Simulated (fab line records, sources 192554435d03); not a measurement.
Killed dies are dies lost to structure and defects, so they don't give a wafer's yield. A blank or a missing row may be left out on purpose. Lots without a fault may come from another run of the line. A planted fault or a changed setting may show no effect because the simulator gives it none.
fab line records | flow n5_finfet
record lots=13 wafers=37 last_day=18
route steps=1938 shown SD_EPI_P@314 ILD0@344 SDB@358
lots that met no fault: from a run of the same line without faults
start_h: hours from the record's first day to the start of the lot's first wafer shown | wait_h: hours since the lot's step before | " the same as in the row above | L1.1+2: a row that stands for several wafers | - no value, or no start given | * or withheld: withheld | < > ~ a bound
route shown NAME@n: a module of which the file shows steps, and the number in the route of the first | usual: mean/standard deviation of fault-free wafers | same: alike in all rows | chamber/n: place in a boat | sites: the reading at each site | _std_site: their standard deviation | _edge_site: outer sites' mean less inner sites' | radius_mm: how far each site lies from the wafer's centre | mask NAME#n: copy n | behind: the tool/chamber that last shaped the wafer | hold: why the lot was held/for how many hours/how that ended | device: the transistor (n, p or np) that didn't switch | end of line: the same wafers' tests at the end of the route | a step without rows: its recipe alone | killed: dies lost to structure and defects at the first sort, not the wafer's yield | map: a wafer's dies, x killed, . not, _ none there
set.NAME: the setting as run; set.NAME@STEP: as run at that earlier step | model.NAME: the simulator's own value behind a step, which no gauge read
steps of the route over a sample of lots; a table a step, a row a wafer
services: from which hour (start_h, from the record's first day; less than 0 if before it) a tool's chamber was out of use, for how many hours, and why
## steps
# step N5_SD_EPI_P_SD_RECESS_17
# recipe chemistry=HBr/Cl2/O2 target_depth_a=391 bt_time_s=3 pressure_mtorr=10 icp_w=800 bias_w=112 HBr_flow_sccm=150 Cl2_flow_sccm=80 O2_flow_sccm=12
# usual drypump_motor_current_A=5.4/0.48 oes_product_au=1.002/0.018 throttle_valve_pct=37.1/0.37
# columns lot.wafer tool chamber start_h wait_h drypump_motor_current_A oes_product_au rf_hours_counter_h throttle_valve_pct
L549.1 rie_si-01 2 76.26 0.0 5.1 0.980 93 36.6
L549.4 " 1 " " 5.8 0.983 84 37.9
L549.6 " 1 " " 5.8 0.976 - 37.9
L550.3 rie_si-01 2 82.23 0.0 5.0 0.973 93 36.6
L550.5 " 1 " " 5.8 0.973 - 37.9
L550.6 " 2 " " 5.0 0.971 - 36.6
L551.1 rie_si-04 3 83.93 0.0 5.1 1.024 73 37.3
L551.2 " 0 " " 5.7 1.009 84 37.0
L551.5 " 0 " " 5.7 1.000 - 37.1
L552.3 rie_si-05 2 88.07 0.0 5.0 0.974 127 37.2
L552.4 " 1 " " 6.3 1.010 41 37.0
L552.6 " 1 " " 6.3 1.015 - 37.0
L553.3 rie_si-04 3 92.20 0.0 5.1 1.026 73 37.3
L553.4 " 1 " " 4.9 0.974 20 37.5
L553.5 " 2 " " 5.0 1.011 - 36.7
L554.1 rie_si-01 3 98.81 0.0 6.4 1.015 58 36.7
L554.5 " 3 " " 6.4 1.018 - 36.7
L554.6 " 0 " " 5.7 1.002 - 37.2
L555.2 rie_si-05 3 104.40 0.0 5.4 0.982 75 37.0
L555.3 " 1 " " 6.2 1.013 42 37.0
L555.6 " 1 " " 6.2 1.028 - 37.0
L560.1 rie_si-04 3 138.12 0.0 5.1 1.019 74 37.2
L560.4 " 1 " " 4.9 0.981 20 37.5
L560.5 " 1 " " 4.9 0.980 - 37.5
L562.1 rie_si-01 1 149.17 0.0 5.8 0.987 85 37.9
L562.4 " 3 " " 6.3 1.023 59 36.7
L563.1 rie_si-01 0 156.29 0.0 5.7 1.013 129 37.2
L563.5 " 0 " " 5.7 1.013 - 37.2
L567.2 rie_si-05 2 172.95 0.0 5.0 0.982 129 37.2
L567.3 " 3 " " 5.4 0.987 76 37.0
L567.5 " 1 " " 6.3 1.014 - 37.0
L568.1 rie_si-04 3 180.09 0.0 5.1 1.027 75 37.3
L568.3 " 2 " " 5.0 1.020 8 36.7
L568.4 " 1 " " 4.9 0.984 21 37.4
L570.1 rie_si-05 3 191.61 0.0 5.4 0.982 76 37.0
L570.3 " 1 " " 6.3 1.012 43 37.0
L570.5 " 2 " " 5.1 0.987 - 37.2
# step N5_ILD0_CMP_12
# recipe stop_on=poly-Si material=SiNx t_overpolish_s=6 post_cmp_clean=alkaline_brush down_force_psi=2.5 platen_rpm=51.8 pad_velocity_m_s=1.0307 target_thk_nm=17.67
# usual motor_current_A=8.5/0.69 overpolish_run_s=6.000/0.0091 retaining_ring_pressure_frac=1.000/0.0054 time_to_endpoint_s=27.9/2.4
# columns lot.wafer tool chamber start_h wait_h motor_current_A overpolish_run_s retaining_ring_pressure_frac time_to_endpoint_s
L549.4 cmp-01 3 86.51 1.1 7.7 5.998 1.003 25.9
L549.1 " 2 " " 8.7 5.988 1.001 27.0
L549.6 " 3 " " 7.4 5.989 1.000 28.1
L550.3 cmp-03 0 94.10 1.1 9.1 6.006 1.013 27.6
L550.5 " 0 " " 8.7 5.998 1.001 28.2
L550.6 " 1 " " 8.1 5.997 0.999 30.2
L551.1 cmp-04 3 95.52 1.2 7.9 6.001 0.997 26.5
L551.2 " 0 " " 9.2 5.992 1.003 34.0
L551.5 " 2 " " 9.5 6.001 0.997 28.5
L552.4 cmp-03 1 98.89 1.2 7.8 6.003 1.002 29.4
L552.3 " 2 " " 8.5 6.002 1.005 27.6
L552.6 " 2 " " 9.0 6.004 1.008 29.0
L553.4 cmp-03 1 103.16 0.1 7.8 5.997 1.007 28.0
L553.3 " 2 " " 8.5 6.019 1.002 25.6
L553.5 " 2 " " 8.5 5.983 1.006 26.4
L554.1 cmp-03 1 109.33 1.1 8.1 5.999 0.995 28.9
L554.5 " 1 " " 8.5 5.998 0.999 29.1
L554.6 " 2 " " 7.7 5.986 0.999 29.0
L555.2 cmp-04 3 115.34 1.1 8.5 5.996 1.007 26.3
L555.3 " 1 " " 8.0 5.985 1.000 24.9
L555.6 " 3 " " 8.1 5.992 1.010 26.3
L560.4 cmp-04 2 148.66 1.2 9.5 6.000 0.994 26.7
L560.1 " 0 " " 9.3 6.024 1.004 15.3
L560.5 " 1 " " 7.8 5.987 1.011 22.2
L562.4 cmp-04 0 158.92 1.1 8.9 6.003 1.001 30.3
L562.1 " 3 " " 8.3 6.001 0.996 14.7
L563.1 cmp-04 3 166.19 1.2 8.4 6.023 1.012 11.9
L563.5 " 2 " " 9.4 5.991 0.999 27.3
L567.3 cmp-03 1 183.17 1.2 7.6 5.993 1.001 31.2
L567.2 " 2 " " 8.4 5.986 1.001 31.3
L567.5 " 0 " " 9.3 6.010 0.999 28.1
L568.3 cmp-01 0 191.15 1.1 7.6 5.990 0.997 28.3
L568.1 " 2 " " 9.0 6.010 0.998 27.6
L568.4 " 3 " " 6.7 6.011 1.001 26.4
L570.1 cmp-01 3 201.66 1.2 7.5 6.006 1.002 27.5
L570.3 " 1 " " 8.7 6.002 1.000 27.4
L570.5 " 3 " " 7.2 5.989 0.999 27.7
# step N5_ILD0_INSPECT_06
# recipe inspect_instrument=darkfield mode=post_cmp
# usual raw_defect_count=38/16
# columns lot.wafer tool chamber start_h wait_h raw_defect_count
L549.1 defect_inspect-01 - 86.83 0.0 41
L549.4 " - " " 14
L549.6 " - " " 45
L550.3 defect_inspect-02 - 94.42 0.0 35
L550.5 " - " " 36
L550.6 " - " " 33
L551.1 defect_inspect-02 - 95.76 0.0 15
L551.2 " - " " 20
L551.5 " - " " 25
L552.3 defect_inspect-02 - 99.21 0.0 63
L552.4 " - " " 57
L552.6 " - " " 64
L553.3 defect_inspect-02 - 103.49 0.0 50
L553.4 " - " " 73
L553.5 " - " " 26
L554.1 defect_inspect-01 - 109.65 0.0 40
L554.5 " - " " 42
L554.6 " - " " 72
L555.2 defect_inspect-01 - 115.66 0.0 34
L555.3 " - " " 36
L555.6 " - " " 10
L560.1 defect_inspect-02 - 148.94 0.0 25
L560.4 " - " " 49
L560.5 " - " " 23
L562.1 defect_inspect-01 - 159.24 0.0 39
L562.4 " - " " 41
L563.1 defect_inspect-01 - 166.43 0.0 51
L563.5 " - " " 35
L567.2 defect_inspect-02 - 183.45 0.0 36
L567.3 " - " " 64
L567.5 " - " " 26
L568.1 defect_inspect-01 - 191.46 0.0 65
L568.3 " - " " 53
L568.4 " - " " 86
L570.1 defect_inspect-01 - 201.94 0.0 37
L570.3 " - " " 68
L570.5 " - " " 27
# step N5_SDB_INSPECT_13
# recipe mode=adi inspect_instrument=brightfield
# usual raw_defect_count=69/29
# columns lot.wafer tool chamber start_h wait_h raw_defect_count
L549.1 defect_inspect-02 - 87.24 0.0 64
L549.4 " - " " 115
L549.6 " - " " 89
L550.3 defect_inspect-02 - 94.84 0.0 41
L550.5 " - " " 74
L550.6 " - " " 73
L551.1 defect_inspect-02 - 96.18 0.0 28
L551.2 " - " " 53
L551.5 " - " " 92
L552.3 defect_inspect-02 - 99.63 0.0 49
L552.4 " - " " 67
L552.6 " - " " 33
L553.3 defect_inspect-02 - 103.90 0.0 55
L553.4 " - " " 61
L553.5 " - " " 42
L554.1 defect_inspect-01 - 110.06 0.0 84
L554.5 " - " " 63
L554.6 " - " " 78
L555.2 defect_inspect-02 - 116.20 0.0 43
L555.3 " - " " 103
L555.6 " - " " 68
L560.1 defect_inspect-02 - 149.49 0.0 83
L560.4 " - " " 58
L560.5 " - " " 39
L562.1 defect_inspect-01 - 159.78 0.0 74
L562.4 " - " " 93
L563.1 defect_inspect-02 - 166.88 0.0 44
L563.5 " - " " 75
L567.2 defect_inspect-01 - 183.99 0.0 49
L567.3 " - " " 55
L567.5 " - " " 53
L568.1 defect_inspect-01 - 192.01 0.0 90
L568.3 " - " " 117
L568.4 " - " " 66
L570.1 defect_inspect-02 - 202.49 0.0 60
L570.3 " - " " 77
L570.5 " - " " 56
## services
# columns tool chamber start_h hours kind
cmp-03 - 58.54 4.0 pm
cmp-03 - 62.54 - consumable_replace:conditioner
cmp-03 - 62.54 - consumable_replace:pad
cmp-03 - 66.86 2.4 repair
cmp-04 - 69.29 5.7 pm
cmp-01 - 78.45 4.0 pm
cmp-01 - 82.45 - consumable_replace:conditioner
cmp-01 - 82.45 - consumable_replace:pad
rie_si-01 - 82.98 15.6 pm
cmp-01 - 93.49 24.5 repair
cmp-04 - 107.65 2.1 repair
cmp-03 - 112.51 3.3 repair
rie_si-05 0 124.86 0.9 repair
cmp-01 - 129.78 5.0 pm
cmp-03 - 165.20 3.8 pm
cmp-01 - 174.35 9.1 pm
rie_si-04 - 192.19 28.1 pm
cmp-04 - 199.73 4.0 pm
## key
first_sign step=N5_ILD0_CMP_12 reading=time_to_endpoint_s direction=down sigmas=5.8 usual=* struck=*
effect none on later readings
met_at N5_ILD0_CMP_12
struck_lots L560,L562,L563
struck_wafers L560.1,L562.1,L563.1
tester_left_out L560,L562,L563
not_acting_at N5_SD_EPI_P_SD_RECESS_17,N5_ILD0_INSPECT_06,N5_SDB_INSPECT_13
onset_between 115.34 148.66
fault kind=process_parameter_drift tool=cmp-04 chamber=- onset_h=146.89 steps=N5_ILD0_CMP_12 channel=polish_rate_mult offset=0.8 shape=step end_h=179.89 scope=struck_wafers_only
# tester_left_out: of these lots the tester's yield and bins aren't shown, on N5 and GAA mostly nor the transistor test; their killed dies are dies lost to structure and defects alone, not to doping, threshold or leakage, so they don't give the yield
